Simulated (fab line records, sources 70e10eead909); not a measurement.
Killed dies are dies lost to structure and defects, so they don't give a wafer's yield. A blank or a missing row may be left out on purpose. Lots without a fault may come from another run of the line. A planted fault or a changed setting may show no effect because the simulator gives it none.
fab line records | flow nand_harc
record lots=24 wafers=72 last_day=33
route steps=1302 shown A_BLC@1126 A_M0@1148 A_M1@1182
lots that met no fault: from a run of the same line without faults
start_h: hours from the record's first day to the start of the lot's first wafer shown | wait_h: hours since the lot's step before | " the same as in the row above | L1.1+2: a row that stands for several wafers | - no value, or no start given | * or withheld: withheld | < > ~ a bound
route shown NAME@n: a module of which the file shows steps, and the number in the route of the first | usual: mean/standard deviation of fault-free wafers | same: alike in all rows | chamber/n: place in a boat | sites: the reading at each site | _std_site: their standard deviation | _edge_site: outer sites' mean less inner sites' | radius_mm: how far each site lies from the wafer's centre | mask NAME#n: copy n | behind: the tool/chamber that last shaped the wafer | hold: why the lot was held/for how many hours/how that ended | device: the transistor (n, p or np) that didn't switch | end of line: the same wafers' tests at the end of the route | a step without rows: its recipe alone | killed: dies lost to structure and defects at the first sort, not the wafer's yield | map: a wafer's dies, x killed, . not, _ none there
set.NAME: the setting as run; set.NAME@STEP: as run at that earlier step | model.NAME: the simulator's own value behind a step, which no gauge read
steps of the route over a sample of lots; a table a step, a row a wafer
services: from which hour (start_h, from the record's first day; less than 0 if before it) a tool's chamber was out of use, for how many hours, and why
## steps
# step NHARC_A_BLC_STRIP_21
# recipe o2_flow_sccm=500 ar_flow_sccm=0 bias_w=0 chemistry=O2
# usual drypump_motor_current_A=5.8/0.57 oes_product_au=1.001/0.0094 rf_vpp_V=57.6/0.92 showerhead_plenum_p_Torr=3.44/0.15 throttle_valve_pct=17.037/0.0091
# columns lot.wafer tool chamber start_h wait_h drypump_motor_current_A oes_product_au rf_hours_counter_h rf_vpp_V showerhead_plenum_p_Torr throttle_valve_pct
L074.3 rie_diel-09 1 544.48 0.1 5.4 1.000 2 56.9 3.31 17.055
L074.1 " 3 " " 5.8 1.001 2 58.5 3.46 17.033
L074.4 " 0 " " 6.8 0.990 2 56.6 3.40 17.038
L077.2 rie_diel-09 2 560.82 0.1 6.7 1.007 3 58.4 3.39 17.034
L077.6 " 3 " " 5.8 1.010 - 57.7 3.46 17.030
L077.5 " 0 " " 6.8 1.001 - 57.0 3.40 17.047
L075.2 rie_diel-01 0 567.39 0.1 4.9 0.997 0 57.5 3.34 17.043
L075.3 " 3 " " 5.9 0.992 0 58.1 3.39 17.049
L075.6 " 0 " " 4.9 1.013 - 58.9 3.34 17.035
L076.3 rie_diel-12 0 567.86 0.1 5.4 1.009 7 58.5 3.66 17.035
L076.2 " 2 " " 5.7 0.988 7 57.0 3.42 17.028
L076.5 " 0 " " 5.4 1.001 - 57.7 3.66 17.045
L079.1 rie_diel-09 3 571.66 0.1 5.8 1.001 5 58.9 3.46 17.042
L079.6 " 2 " " 6.7 0.984 - 56.3 3.39 17.049
L079.5 " 3 " " 5.8 1.003 - 57.0 3.46 17.020
L078.3 rie_diel-09 1 584.83 0.1 5.4 1.001 5 56.7 3.31 17.042
L078.2 " 0 " " 6.8 0.999 6 57.2 3.40 17.019
L078.6 " 2 " " 6.7 0.996 - 56.8 3.39 17.032
L080.1 rie_diel-09 1 585.20 0.1 5.4 0.987 5 56.7 3.31 17.043
L080.2 " 0 " " 6.8 1.001 6 58.3 3.40 17.014
L080.6 " 1 " " 5.4 0.998 - 56.3 3.31 17.051
L082.1 rie_diel-01 0 602.28 0.2 4.9 1.009 16 56.0 3.33 17.040
L082.3 " 0 " " 4.9 0.997 - 55.3 3.34 17.030
L082.6 " 0 " " 4.9 1.001 - 58.7 3.33 17.009
L081.1 rie_diel-12 1 607.12 0.1 5.7 1.000 11 57.5 3.27 17.059
L081.3 " 2 " " 5.7 1.004 10 59.1 3.42 17.031
L081.6 " 1 " " 5.7 1.009 - 57.2 3.27 17.040
L083.1 rie_diel-09 2 624.22 0.1 6.7 0.995 9 58.3 3.39 17.044
L083.6 " 0 " " 6.8 0.993 - 56.9 3.39 17.039
L083.5 " 1 " " 5.4 1.002 - 56.3 3.31 17.040
L084.2 rie_diel-09 3 627.69 0.1 5.8 0.995 9 57.3 3.46 17.034
L084.1 " 0 " " 6.8 1.009 10 56.6 3.39 17.035
L084.3 " 1 " " 5.4 0.999 9 59.2 3.31 17.028
L085.4 rie_diel-09 1 638.71 0.1 5.4 1.003 11 57.2 3.31 17.028
L085.1 " 3 " " 5.8 0.998 10 56.7 3.46 17.033
L085.6 " 1 " " 5.4 1.003 - 57.5 3.31 17.039
L086.4 rie_diel-09 3 659.02 0.1 5.8 0.997 11 57.2 3.46 17.037
L086.2 " 0 " " 6.8 0.995 11 57.6 3.39 17.037
L086.5 " 2 " " 6.7 1.001 - 57.1 3.39 17.041
L087.1 rie_diel-12 3 666.97 0.1 5.9 0.987 3 58.0 3.68 17.032
L087.4 " 0 " " 5.4 0.982 5 58.7 3.66 17.035
L087.2 " 1 " " 5.7 0.991 5 56.4 3.27 17.034
L089.3 rie_diel-01 0 672.05 0.1 5.0 1.011 44 57.3 3.32 17.041
L089.2 " 2 " " 5.2 1.011 40 59.1 3.78 17.033
L089.1 " 3 " " 6.0 1.011 23 57.5 3.37 17.040
L088.4 rie_diel-12 0 672.85 0.1 5.4 0.999 5 58.1 3.66 17.037
L088.3 " 2 " " 5.7 1.000 5 58.0 3.42 17.022
L088.6 " 0 " " 5.4 0.994 - 57.8 3.66 17.049
L090.1 rie_diel-01 3 693.50 0.1 5.9 1.012 30 57.1 3.37 17.039
L090.5 " 0 " " 4.9 1.009 - 56.8 3.32 17.027
L090.6 " 1 " " 6.4 0.999 - 56.6 3.36 17.026
L093.1 rie_diel-12 0 709.07 0.1 5.4 1.007 8 58.6 3.66 17.046
L093.2 " 1 " " 5.7 0.988 8 57.5 3.27 17.044
L093.5 " 0 " " 5.5 0.987 - 57.2 3.66 17.041
L091.2 rie_diel-09 3 711.39 0.1 5.8 0.984 3 57.8 3.46 17.031
L091.5 " 2 " " 6.7 1.001 - 57.1 3.39 17.043
L091.6 " 3 " " 5.8 0.975 - 56.7 3.46 17.051
L092.4 rie_diel-12 3 714.72 0.1 5.9 1.000 6 57.6 3.67 17.034
L092.3 " 0 " " 5.4 0.997 9 57.4 3.66 17.024
L092.2 " 1 " " 5.7 0.996 9 57.2 3.27 17.033
L094.3 rie_diel-01 0 715.92 0.1 4.9 1.005 56 57.2 3.31 17.039
L094.2 " 1 " " 6.4 1.016 28 57.2 3.36 17.027
L094.5 " 0 " " 4.9 1.008 - 58.1 3.31 17.048
L095.3 rie_diel-01 2 731.99 0.1 5.2 1.010 64 58.6 3.77 17.061
L095.1 " 3 " " 6.0 1.019 47 58.1 3.36 17.047
L095.2 " 0 " " 5.0 1.020 63 55.6 3.31 17.029
L096.1 rie_diel-12 1 755.84 0.1 5.7 1.006 12 57.8 3.26 17.042
L096.4 " 3 " " 5.9 1.001 11 57.6 3.67 17.028
L096.2 " 0 " " 5.4 1.000 13 58.0 3.65 17.048
L097.4 rie_diel-12 0 756.43 0.1 5.4 0.993 13 58.3 3.66 17.040
L097.2 " 3 " " 5.9 0.999 11 57.3 3.67 17.038
L097.6 " 0 " " 5.4 1.000 - 58.3 3.65 17.033
# step NHARC_A_M0_OVL_MEAS_10
# recipe pitch_nm=160
# usual overlay_x_nm=-0.2/0.72 overlay_y_nm=0.2/0.76
# columns lot.wafer tool chamber start_h wait_h overlay_x_nm overlay_y_nm
L074.1 overlay-02 - 547.15 - -0.5 0.4
L074.3 " - " " -0.6 0.1
L074.4 " - " " -1.1 0.3
L077.2 overlay-02 - 563.47 - -0.6 0.9
L077.5 " - " " -0.8 0.3
L077.6 " - " " -0.5 0.6
L075.2 overlay-02 - 570.06 - 0.1 -0.6
L075.3 " - " " -0.2 0.0
L075.6 " - " " -0.3 0.3
L076.2 overlay-01 - 570.52 - 0.9 -0.9
L076.3 " - " " 1.0 -0.7
L076.5 " - " " 1.1 -0.7
L079.1 overlay-02 - 574.31 - -0.3 0.5
L079.5 " - " " -0.9 0.4
L079.6 " - " " -0.7 -0.3
L078.2 overlay-01 - 587.49 - -1.0 -0.6
L078.3 " - " " -0.4 -0.5
L078.6 " - " " -0.3 -1.0
L080.1 overlay-01 - 587.97 - -0.7 -0.9
L080.2 " - " " -0.7 -0.7
L080.6 " - " " -0.2 -1.1
L082.1 overlay-02 - 605.18 - -1.0 0.0
L082.3 " - " " -0.4 0.7
L082.6 " - " " -0.8 0.3
L081.1 overlay-01 - 610.32 - 0.0 0.2
L081.3 " - " " 0.1 -0.4
L081.6 " - " " 0.2 0.1
L083.1 overlay-02 - 627.12 - -0.5 0.3
L083.5 " - " " -0.6 0.4
L083.6 " - " " -0.4 0.9
L084.1 overlay-01 - 630.47 - -0.8 0.8
L084.2 " - " " -0.8 1.0
L084.3 " - " " -1.1 1.3
L085.1 overlay-02 - 641.50 - -0.3 1.2
L085.4 " - " " -0.6 1.0
L085.6 " - " " 0.0 0.6
L086.2 overlay-01 - 661.65 - -0.1 0.4
L086.4 " - " " -0.3 0.5
L086.5 " - " " -0.9 -0.2
L087.1 overlay-01 - 669.93 - -0.4 0.0
L087.2 " - " " -0.8 0.3
L087.4 " - " " -0.8 0.6
L089.1 overlay-02 - 674.84 - 0.5 -0.8
L089.2 " - " " 0.1 -0.4
L089.3 " - " " 0.2 -0.9
L088.3 overlay-01 - 675.65 - -0.6 0.4
L088.4 " - " " -0.8 0.3
L088.6 " - " " 0.0 0.1
L090.1 overlay-01 - 696.28 - 0.6 0.6
L090.5 " - " " 0.8 0.7
L090.6 " - " " 0.4 0.4
L093.1 overlay-02 - 711.85 - 1.0 -0.9
L093.2 " - " " 0.7 -0.2
L093.5 " - " " 0.6 -0.4
L091.2 overlay-02 - 714.15 - 0.3 0.9
L091.5 " - " " 0.8 1.7
L091.6 " - " " 1.1 1.0
L092.2 overlay-02 - 717.37 - -1.5 0.4
L092.3 " - " " -1.2 0.4
L092.4 " - " " -1.2 -0.4
L094.2 overlay-01 - 718.72 - 0.3 1.6
L094.3 " - " " -0.1 0.6
L094.5 " - " " 0.4 0.9
L095.1 overlay-02 - 734.77 - 0.8 1.3
L095.2 " - " " 0.6 1.3
L095.3 " - " " 0.8 0.8
L096.1 overlay-02 - 758.64 - 1.4 -0.5
L096.2 " - " " 1.0 -0.6
L096.4 " - " " 0.9 -0.2
L097.2 overlay-02 - 759.22 - 0.9 -1.3
L097.4 " - " " 0.3 -1.5
L097.6 " - " " 0.0 -1.5
# step NHARC_A_M1_DESCUM_14
# recipe time_s=3 o2_flow_sccm=200 ar_flow_sccm=0 bias_power_w=0 chemistry=O2
# usual drypump_motor_current_A=5.4/0.45 oes_product_au=0.999/0.0096 rf_vpp_V=57.8/0.88 showerhead_plenum_p_Torr=1.92/0.085 throttle_valve_pct=11.311/0.0088
# columns lot.wafer tool chamber start_h wait_h drypump_motor_current_A oes_product_au rf_hours_counter_h rf_vpp_V showerhead_plenum_p_Torr throttle_valve_pct
L074.4 rie_diel-06 1 551.31 0.1 5.3 1.001 1.1 57.5 2.00 11.311
L074.1 " 3 " " 4.7 1.018 1.1 57.9 1.84 11.304
L074.3 " 0 " " 5.8 0.987 1.1 57.9 1.85 11.313
L077.2 rie_diel-06 2 567.55 0.1 5.8 1.027 1.4 57.8 2.06 11.293
L077.6 " 2 " " 5.8 1.019 - 59.8 2.06 11.298
L077.5 " 3 " " 4.8 0.999 - 56.3 1.84 11.315
L075.3 rie_diel-06 3 574.10 0.1 4.7 0.995 1.4 58.2 1.84 11.313
L075.2 " 0 " " 5.9 0.975 1.4 57.5 1.85 11.314
L075.6 " 3 " " 4.8 0.999 - 58.1 1.84 11.301
L076.3 rie_diel-06 2 574.67 0.1 5.8 1.008 1.6 57.9 2.06 11.305
L076.2 " 0 " " 5.8 0.982 1.5 59.0 1.85 11.305
L076.5 " 2 " " 5.8 1.015 - 57.6 2.06 11.307
L079.1 rie_diel-06 0 578.57 0.1 5.8 0.995 1.7 56.8 1.85 11.300
L079.6 " 3 " " 4.8 1.000 - 57.1 1.84 11.315
L079.5 " 0 " " 5.8 0.985 - 58.0 1.85 11.310
L078.3 rie_diel-06 3 592.02 0.1 4.7 0.986 2.6 57.3 1.84 11.312
L078.2 " 2 " " 5.8 1.018 2.5 59.9 2.06 11.322
L078.6 " 3 " " 4.8 0.989 - 56.4 1.84 11.299
L080.1 rie_diel-02 2 592.78 0.1 6.5 0.995 1.2 57.4 1.90 11.313
L080.2 " 3 " " 5.9 0.992 1.5 57.8 1.95 11.321
L080.6 " 1 " " 5.8 1.010 - 57.9 1.95 11.316
L082.3 rie_diel-06 2 609.32 0.1 5.8 1.019 2.7 58.1 2.06 11.318
L082.1 " 1 " " 5.2 1.004 2.8 57.2 1.99 11.315
L082.6 " 2 " " 5.8 1.019 - 58.5 2.06 11.301
L081.3 rie_diel-02 3 614.47 0.1 5.9 0.979 2.5 56.5 1.95 11.311
L081.1 " 0 " " 5.3 1.007 3.0 58.5 1.94 11.308
L081.6 " 0 " " 5.3 1.003 - 57.1 1.94 11.298
L083.1 rie_diel-11 0 631.35 0.1 5.1 0.990 0.9 56.0 1.78 11.311
L083.6 " 2 " " 5.2 0.982 - 57.9 1.82 11.313
L083.5 " 3 " " 5.9 0.978 - 58.0 1.96 11.312
L084.3 rie_diel-02 3 634.62 0.1 5.9 0.988 3.0 57.7 1.95 11.303
L084.2 " 0 " " 5.3 1.002 3.5 57.7 1.94 11.297
L084.1 " 1 " " 5.7 1.004 3.4 57.4 1.95 11.316
L085.4 rie_diel-11 0 645.68 0.1 5.1 1.001 2.1 56.9 1.78 11.310
L085.1 " 1 " " 5.1 1.007 1.9 58.2 1.87 11.304
L085.6 " 3 " " 5.9 0.999 - 57.3 1.95 11.318
L086.4 rie_diel-11 1 665.76 0.1 5.1 1.005 2.6 58.4 1.87 11.302
L086.2 " 0 " " 5.1 0.994 2.8 57.8 1.78 11.317
L086.5 " 1 " " 5.1 0.995 - 57.5 1.87 11.323
L087.1 rie_diel-11 1 674.06 0.1 5.1 1.000 3.2 58.7 1.87 11.314
L087.2 " 3 " " 5.8 0.988 3.9 57.8 1.95 11.310
L087.4 " 0 " " 5.1 0.993 3.5 56.5 1.77 11.309
L089.3 rie_diel-06 3 679.13 0.1 4.7 0.999 0.5 56.9 1.84 11.317
L089.2 " 1 " " 5.3 1.010 0.3 57.9 1.99 11.316
L089.1 " 2 " " 5.8 1.017 0.3 59.7 2.06 11.301
L088.3 rie_diel-06 1 679.82 0.1 5.3 1.004 0.3 59.2 1.99 11.297
L088.4 " 3 " " 4.8 0.996 0.5 58.0 1.84 11.308
L088.6 " 0 " " 5.8 1.007 - 56.6 1.85 11.310
L090.1 rie_diel-11 2 700.46 0.1 5.1 0.995 5.0 56.6 1.82 11.312
L090.5 " 3 " " 5.9 0.988 - 58.4 1.95 11.283
L090.6 " 0 " " 5.1 1.008 - 55.2 1.77 11.323
L093.1 rie_diel-06 3 715.88 0.1 4.8 1.008 1.4 57.7 1.84 11.309
L093.2 " 0 " " 5.8 0.994 1.2 58.4 1.85 11.306
L093.5 " 0 " " 5.8 0.996 - 57.4 1.85 11.307
L091.2 rie_diel-06 1 718.19 0.1 5.3 1.009 1.1 56.9 1.99 11.309
L091.5 " 3 " " 4.7 0.994 - 58.3 1.84 11.306
L091.6 " 0 " " 5.9 0.998 - 57.7 1.85 11.299
L092.4 rie_diel-06 2 721.53 0.1 5.8 1.006 1.4 56.9 2.06 11.310
L092.2 " 3 " " 4.8 0.984 1.6 58.0 1.84 11.327
L092.3 " 0 " " 5.8 0.986 1.4 57.2 1.85 11.308
L094.2 rie_diel-06 0 722.87 0.1 5.8 0.998 1.5 59.6 1.85 11.317
L094.3 " 2 " " 5.8 0.996 1.4 57.6 2.06 11.306
L094.5 " 0 " " 5.9 1.008 - 56.9 1.85 11.301
L095.3 rie_diel-06 2 738.98 0.1 5.8 1.007 1.7 56.9 2.06 11.322
L095.1 " 3 " " 4.7 0.997 2.0 58.0 1.84 11.306
L095.2 " 0 " " 5.8 1.008 1.8 58.6 1.85 11.311
L096.2 rie_diel-11 1 762.77 0.1 5.1 1.000 8.2 58.3 1.87 11.304
L096.1 " 3 " " 5.9 0.994 9.2 57.9 1.95 11.297
L096.4 " 3 " " 5.9 0.987 - 59.0 1.95 11.319
L097.2 rie_diel-02 1 763.41 0.1 5.8 0.992 1.4 59.5 1.95 11.319
L097.4 " 2 " " 6.5 1.001 1.6 59.8 1.90 11.297
L097.6 " 3 " " 5.9 0.982 - 57.3 1.94 11.313
# step NHARC_A_M1_ETCH_35
# recipe target_depth_a=400 overetch_a=120 time_s=43.94 ion_energy_ev=200 n2_flow_sccm=150 h2_flow_sccm=150 ar_flow_sccm=0 rf_w=400 bias_w=150 chemistry=N2/H2
# usual drypump_motor_current_A=5.5/0.48 oes_product_au=0.997/0.01 rf_vpp_V=430.5/2.6 showerhead_plenum_p_Torr=2.04/0.094 throttle_valve_pct=14.172/0.0083
# columns lot.wafer tool chamber start_h wait_h drypump_motor_current_A oes_product_au rf_hours_counter_h rf_vpp_V showerhead_plenum_p_Torr throttle_valve_pct
L074.4 rie_diel-06 3 551.40 0.1 4.7 0.997 1.1 426.8 1.96 14.168
L074.3 " 0 " " 5.8 0.979 1.1 428.3 1.97 14.157
L074.1 " 1 " " 5.2 1.001 1.1 434.3 2.13 14.176
L077.2 rie_diel-06 2 567.65 0.1 5.8 1.009 1.4 435.2 2.20 14.156
L077.5 " 3 " " 4.7 0.989 - 429.1 1.96 14.170
L077.6 " 0 " " 5.8 0.984 - 430.3 1.97 14.175
L075.3 rie_diel-06 0 574.18 0.1 5.8 0.975 1.4 428.5 1.97 14.179
L075.2 " 2 " " 5.8 1.013 1.6 435.4 2.20 14.191
L075.6 " 1 " " 5.3 1.009 - 434.4 2.13 14.173
L076.2 rie_diel-06 0 574.76 0.1 5.8 0.996 1.5 428.1 1.97 14.168
L076.3 " 1 " " 5.3 1.002 1.6 435.0 2.13 14.177
L076.5 " 2 " " 5.9 1.003 - 434.0 2.20 14.166
L079.1 rie_diel-06 0 578.65 0.1 5.8 1.001 1.7 428.6 1.97 14.178
L079.6 " 3 " " 4.8 0.997 - 428.8 1.96 14.169
L079.5 " 0 " " 5.8 1.000 - 429.3 1.97 14.177
L078.3 rie_diel-06 3 592.11 0.1 4.8 0.977 2.6 428.8 1.96 14.175
L078.2 " 2 " " 5.9 1.014 2.5 433.8 2.20 14.168
L078.6 " 0 " " 5.8 0.987 - 429.7 1.97 14.163
L080.2 rie_diel-02 0 592.86 0.1 5.3 1.008 1.6 431.4 2.07 14.165
L080.1 " 1 " " 5.8 1.005 1.4 432.3 2.08 14.169
L080.6 " 2 " " 6.5 0.993 - 429.9 2.02 14.179
L082.1 rie_diel-06 2 609.41 0.1 5.8 1.022 2.7 433.9 2.20 14.167
L082.3 " 1 " " 5.3 0.999 2.8 431.7 2.13 14.170
L082.6 " 3 " " 4.8 0.994 - 427.3 1.96 14.179
L081.1 rie_diel-02 3 614.55 0.1 5.9 0.995 2.5 431.4 2.08 14.162
L081.3 " 1 " " 5.8 1.010 2.8 431.5 2.08 14.165
L081.6 " 3 " " 5.9 0.982 - 431.4 2.08 14.173
L083.1 rie_diel-11 2 631.44 0.1 5.1 1.008 0.6 427.6 1.94 14.170
L083.6 " 3 " " 5.9 0.995 - 430.8 2.09 14.171
L083.5 " 0 " " 5.1 1.002 - 427.3 1.89 14.162
L084.1 rie_diel-02 2 634.71 0.1 6.5 1.007 2.8 430.1 2.02 14.167
L084.2 " 3 " " 5.9 0.988 3.0 431.1 2.08 14.172
L084.3 " 0 " " 5.3 0.997 3.5 431.6 2.07 14.177
L085.4 rie_diel-11 0 645.76 0.1 5.1 0.993 2.1 425.6 1.89 14.172
L085.1 " 2 " " 5.1 0.991 2.0 428.8 1.94 14.192
L085.6 " 3 " " 5.9 0.976 - 432.3 2.09 14.171
L086.4 rie_diel-11 3 665.85 0.1 5.9 0.982 3.1 429.4 2.09 14.180
L086.2 " 0 " " 5.1 0.975 2.8 426.0 1.89 14.166
L086.5 " 3 " " 5.9 0.983 - 431.1 2.08 14.175
L087.2 rie_diel-11 3 674.15 0.1 5.9 0.986 3.9 430.6 2.08 14.183
L087.1 " 1 " " 5.1 0.998 3.2 430.1 2.00 14.164
L087.4 " 2 " " 5.1 1.000 3.5 426.5 1.94 14.181
L089.1 rie_diel-06 1 679.22 0.1 5.3 1.002 0.3 432.2 2.13 14.158
L089.2 " 2 " " 5.8 1.007 0.3 433.4 2.20 14.185
L089.3 " 3 " " 4.8 0.985 0.5 429.2 1.96 14.168
L088.4 rie_diel-06 2 679.90 0.1 5.8 1.003 0.3 434.4 2.20 14.185
L088.3 " 1 " " 5.3 1.000 0.4 432.6 2.13 14.177
L088.6 " 2 " " 5.8 1.000 - 436.5 2.20 14.165
L090.1 rie_diel-11 1 700.54 0.1 5.1 1.002 5.2 428.9 2.00 14.166
L090.5 " 2 " " 5.1 0.992 - 428.4 1.94 14.169
L090.6 " 3 " " 5.9 0.998 - 431.8 2.08 14.171
L093.1 rie_diel-06 1 715.97 0.1 5.3 0.988 1.0 434.4 2.13 14.172
L093.2 " 2 " " 5.8 0.994 1.2 434.3 2.20 14.168
L093.5 " 0 " " 5.8 0.983 - 427.5 1.97 14.180
L091.2 rie_diel-06 0 718.28 0.1 5.8 0.997 1.3 429.8 1.97 14.178
L091.6 " 1 " " 5.3 1.018 - 432.5 2.13 14.171
L091.5 " 2 " " 5.8 1.007 - 434.9 2.20 14.172
L092.4 rie_diel-06 3 721.61 0.1 4.8 1.003 1.6 429.3 1.96 14.173
L092.2 " 0 " " 5.9 1.001 1.4 428.9 1.97 14.166
L092.3 " 1 " " 5.3 1.009 1.2 432.0 2.13 14.166
L094.3 rie_diel-06 3 722.95 0.1 4.8 0.995 1.7 427.1 1.96 14.169
L094.2 " 0 " " 5.8 0.991 1.5 427.0 1.97 14.173
L094.5 " 0 " " 5.8 0.988 - 429.6 1.97 14.166
L095.3 rie_diel-06 0 739.06 0.1 5.8 1.001 1.8 427.8 1.97 14.171
L095.1 " 2 " " 5.8 0.990 1.7 434.6 2.20 14.161
L095.2 " 3 " " 4.8 0.996 2.0 427.8 1.96 14.169
L096.2 rie_diel-11 2 762.88 0.1 5.1 1.007 8.9 427.7 1.94 14.161
L096.1 " 3 " " 5.9 0.995 9.2 431.1 2.08 14.166
L096.4 " 2 " " 5.1 1.003 - 429.6 1.94 14.167
L097.2 rie_diel-02 3 763.48 0.1 5.9 0.972 1.1 432.1 2.07 14.152
L097.4 " 0 " " 5.3 1.016 0.9 431.0 2.07 14.180
L097.6 " 3 " " 5.9 0.987 - 430.5 2.07 14.176
# step NHARC_A_M1_CD_MEAS_16
# usual cd_nm=119.8/0.76
# columns lot.wafer tool chamber start_h wait_h cd_nm
L074.1 cd_sem-02 - 551.61 - 120.6
L074.3 " - " " 120.0
L074.4 " - " " 120.4
L077.2 cd_sem-01 - 567.86 - 120.2
L077.5 " - " " 121.0
L077.6 " - " " 119.0
L075.2 cd_sem-02 - 574.41 - 120.0
L075.3 " - " " 121.3
L075.6 " - " " 122.7
L076.2 cd_sem-01 - 574.96 - 119.5
L076.3 " - " " 120.2
L076.5 " - " " 119.3
L079.1 cd_sem-02 - 578.87 - 120.0
L079.5 " - " " 119.3
L079.6 " - " " 120.4
L078.2 cd_sem-03 - 592.33 - 119.5
L078.3 " - " " 120.5
L078.6 " - " " 120.1
L080.1 cd_sem-01 - 593.07 - 120.0
L080.2 " - " " 119.2
L080.6 " - " " 119.3
L082.1 cd_sem-02 - 609.63 - 120.6
L082.3 " - " " 120.5
L082.6 " - " " 119.5
L081.1 cd_sem-03 - 614.77 - 119.6
L081.3 " - " " 118.2
L081.6 " - " " 119.8
L083.1 cd_sem-02 - 631.64 - 120.3
L083.5 " - " " 120.9
L083.6 " - " " 120.9
L084.1 cd_sem-03 - 634.93 - 118.8
L084.2 " - " " 120.5
L084.3 " - " " 119.2
L085.1 cd_sem-03 - 645.97 - 119.4
L085.4 " - " " 119.5
L085.6 " - " " 118.5
L086.2 cd_sem-01 - 666.07 - 120.6
L086.4 " - " " 119.4
L086.5 " - " " 119.6
L087.1 cd_sem-02 - 674.37 - 120.8
L087.2 " - " " 119.5
L087.4 " - " " 120.4
L089.1 cd_sem-03 - 679.44 - 119.1
L089.2 " - " " 118.6
L089.3 " - " " 120.3
L088.3 cd_sem-02 - 680.12 - 119.6
L088.4 " - " " 119.9
L088.6 " - " " 119.0
L090.1 cd_sem-03 - 700.74 - 120.0
L090.5 " - " " 118.7
L090.6 " - " " 119.8
L093.1 cd_sem-01 - 716.18 - 120.3
L093.2 " - " " 119.7
L093.5 " - " " 120.0
L091.2 cd_sem-01 - 718.48 - 118.8
L091.5 " - " " 120.0
L091.6 " - " " 119.0
L092.2 cd_sem-03 - 721.84 - 119.9
L092.3 " - " " 118.6
L092.4 " - " " 120.0
L094.2 cd_sem-01 - 723.17 - 121.2
L094.3 " - " " 119.7
L094.5 " - " " 119.6
L095.1 cd_sem-02 - 739.28 - 119.6
L095.2 " - " " 119.6
L095.3 " - " " 120.0
L096.1 cd_sem-03 - 763.12 - 119.1
L096.2 " - " " 120.8
L096.4 " - " " 119.8
L097.2 cd_sem-03 - 763.70 - 119.5
L097.4 " - " " 121.0
L097.6 " - " " 119.7
# step NHARC_A_M1_PVD_20
# recipe target_thk_a=50 bias_v=168.6 power_w=15000 chamber_pressure_pa=0.12 time_s=8.06 substrate_temp_c=50 material=TaN
# usual throttle_valve_pct=29.9/0.88
# columns lot.wafer tool chamber start_h wait_h throttle_valve_pct
L074.4 pvd_sputter-03 - - - 29.5
L074.1 " - " " 28.4
L074.3 " - " " 30.7
L077.2 pvd_sputter-03 - - - 28.4
L077.5 " - " " 30.7
L077.6 " - " " 30.5
L075.3 pvd_sputter-01 - - - 30.8
L075.2 " - " " 29.5
L075.6 " - " " 29.1
L076.2 pvd_sputter-02 - - - 31.1
L076.3 " - " " 29.5
L076.5 " - " " 30.8
L079.1 pvd_sputter-01 - - - 29.5
L079.6 " - " " 29.5
L079.5 " - " " 29.5
L078.2 pvd_sputter-02 - - - 30.3
L078.3 " - " " 31.0
L078.6 " - " " 30.6
L080.1 pvd_sputter-02 - - - 30.8
L080.2 " - " " 30.4
L080.6 " - " " 30.4
L082.1 pvd_sputter-02 - - - 30.9
L082.3 " - " " 30.7
L082.6 " - " " 29.2
L081.1 pvd_sputter-01 - - - 31.3
L081.3 " - " " 29.4
L081.6 " - " " 30.9
L083.1 pvd_sputter-03 - - - 29.4
L083.5 " - " " 30.1
L083.6 " - " " 29.6
L084.2 pvd_sputter-02 - - - 30.8
L084.3 " - " " 30.7
L084.1 " - " " 31.0
L085.4 pvd_sputter-03 - - - 30.3
L085.1 " - " " 30.7
L085.6 " - " " 30.2
L086.2 pvd_sputter-01 - - - 29.2
L086.4 " - " " 31.3
L086.5 " - " " 29.0
L087.1 pvd_sputter-03 - - - 28.6
L087.2 " - " " 30.8
L087.4 " - " " 30.3
L089.3 pvd_sputter-01 - - - 29.6
L089.2 " - " " 31.3
L089.1 " - " " 28.2
L088.4 pvd_sputter-02 - - - 30.4
L088.3 " - " " 31.3
L088.6 " - " " 29.2
L090.1 pvd_sputter-01 - - - 29.7
L090.6 " - " " 31.4
L090.5 " - " " 27.9
L093.2 pvd_sputter-01 - - - 31.3
L093.1 " - " " 27.8
L093.5 " - " " 29.9
L091.2 pvd_sputter-02 - - - 29.3
L091.6 " - " " 29.2
L091.5 " - " " 30.1
L092.2 pvd_sputter-02 - - - 30.0
L092.4 " - " " 31.4
L092.3 " - " " 30.2
L094.2 pvd_sputter-03 - - - 29.8
L094.3 " - " " 30.9
L094.5 " - " " 30.7
L095.2 pvd_sputter-03 - - - 29.7
L095.3 " - " " 29.7
L095.1 " - " " 28.9
L096.4 pvd_sputter-02 - - - 30.2
L096.2 " - " " 30.3
L096.1 " - " " 31.3
L097.2 pvd_sputter-03 - - - 28.8
L097.4 " - " " 30.8
L097.6 " - " " 29.6
## services
# columns tool chamber start_h hours kind
rie_diel-09 2 526.24 4.2 repair
pvd_sputter-03 - 530.02 10.0 pm
rie_diel-12 - 532.37 9.2 repair
rie_diel-11 0 562.45 7.8 repair
rie_diel-12 - 570.25 0.7 repair
rie_diel-02 - 570.89 9.0 pm
rie_diel-12 2 594.09 10.2 repair
rie_diel-11 - 609.50 9.0 pm
rie_diel-02 0 621.41 3.1 repair
rie_diel-12 - 622.43 9.0 pm
pvd_sputter-02 - 638.05 10.0 pm
rie_diel-12 2 640.39 5.0 repair
rie_diel-06 - 651.39 0.6 repair
rie_diel-06 - 661.20 9.0 pm
rie_diel-09 - 674.10 9.0 pm
rie_diel-11 1 675.30 2.4 repair
pvd_sputter-02 - 686.92 1.7 repair
pvd_sputter-02 - 700.62 1.2 repair
pvd_sputter-02 - 703.01 8.1 repair
pvd_sputter-02 - 723.86 1.9 repair
rie_diel-11 1 740.00 11.5 repair
rie_diel-06 0 756.12 9.3 repair
rie_diel-09 0 756.43 9.0 repair
rie_diel-11 0 759.59 8.9 repair
## key
fault none
